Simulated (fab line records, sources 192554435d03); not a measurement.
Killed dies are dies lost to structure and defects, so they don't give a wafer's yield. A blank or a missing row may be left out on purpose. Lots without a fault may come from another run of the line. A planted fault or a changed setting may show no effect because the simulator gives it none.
Problem report in the 8D (eight disciplines) form, filled by code | flow n5_finfet | the parts of the form that need people (team, actions taken, sign-off) are left out

1. THE PROBLEM
cf4_flow_sccm at N5_BEOL_M9_ETCH_65 reads a mean of 130.04 sccm on 1 wafer of 1 lot; wafers without a fault read 100.02 sccm with a standard deviation of 0.29. That is +99 or more standard deviations from the usual mean.
The step: etches SiARC in CF4, target depth 15.6 nm, time 26 s.
First seen on wafer L208.4, day 14 09:33, on rie_diel-03. The record holds 30 wafers of 10 lots with a number at this step. Rule for "out", or "out of limits": more than 4 standard deviations from the usual mean. The other wafers with a number count as sound.

2. WHAT IT IS AND WHAT IT IS NOT
question                    | is                                | is not
which readings at this step | cf4_flow_sccm, throttle_valve_pct | chamber_pressure_mTorr, drypump_motor_current_A, etch_rf_on_time_s, oes_product_au, rf_vpp_V
which lots                  | L208                              | L191, L192, L193, L195, L197, L203, L210, L211, L213
which wafers of those lots  | L208.4                            | L208.2, L208.3
read on which tools         | rie_diel-03                       | rie_diel-01, rie_diel-06
when                        | from day 14 09:33                 | up to then (20 sound wafers); but 9 sound wafers of L210, L211, L213 came after

3. SUSPECTS, AND WHAT RULES EACH OUT
Counting: a tool at a process step up to the reading stays a suspect if it ran every lot that is out. Sound lots after the first of them don't rule it out here, since some wafers of a struck lot are sound.
- rie_diel-03 at N5_BEOL_M9_STRIP_67 (strips in CF4): kept. It ran the lot that is out, L208 (day 14 08:51); its last sound lot up to then is L203 (day 13 09:23).
- rie_diel-03 at N5_BEOL_M9_ETCH_65 (etches SiARC in CF4, target depth 15.6 nm, time 26 s): kept. It ran the lot that is out, L208 (day 14 09:33); its last sound lot up to then is L203 (day 13 10:05). Its own readings are out on those wafers: cf4_flow_sccm, throttle_valve_pct.
- Within rie_diel-03 at N5_BEOL_M9_STRIP_67: the wafers that are out ran in chamber 2; their sound lot-mates ran in chambers 0, 3.
- Within rie_diel-03 at N5_BEOL_M9_ETCH_65: the wafers that are out ran in chamber 3; their sound lot-mates ran in chambers 1, 2.
Left after counting: rie_diel-03 at N5_BEOL_M9_STRIP_67, rie_diel-03 at N5_BEOL_M9_ETCH_65.

4. THE CAUSE (what the simulator had put in)
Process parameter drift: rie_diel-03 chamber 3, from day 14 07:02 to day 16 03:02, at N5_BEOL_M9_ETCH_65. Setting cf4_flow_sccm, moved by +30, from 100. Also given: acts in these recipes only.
Counting left 2 suspects, and this tool is among them.

5. THE CHAIN OF EFFECTS, in route order
Each row: a reading whose mean over the struck wafers that have a number lies more than 3 standard deviations from the usual. Only readings for which the record gives a usual standard deviation are gone through. hours: the time from each lot's start at the first step in this table that gives one to its start at this step, as a median over the lots. sigmas: the change in usual standard deviations.
hours | step               | reading                  | usual       | on struck wafers | change | sigmas
0     | N5_BEOL_M9_ETCH_65 | cf4_flow_sccm            | 100.02 sccm | 130.04           | +30.02 | +99 or more
0     | N5_BEOL_M9_ETCH_65 | showerhead_plenum_p_Torr | 2.09 Torr   | 2.23             | +0.14  | +3.8
0     | N5_BEOL_M9_ETCH_65 | throttle_valve_pct       | 15.68 %     | 17.02            | +1.34  | +5.8
The process steps in it:
- N5_BEOL_M9_ETCH_65: etches SiARC in CF4, target depth 15.6 nm, time 26 s.

6. WHAT WOULD HAVE CAUGHT IT SOONER
In this record the first reading out of limits was taken at day 14 09:33, 3 hours after the fault began at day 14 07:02.
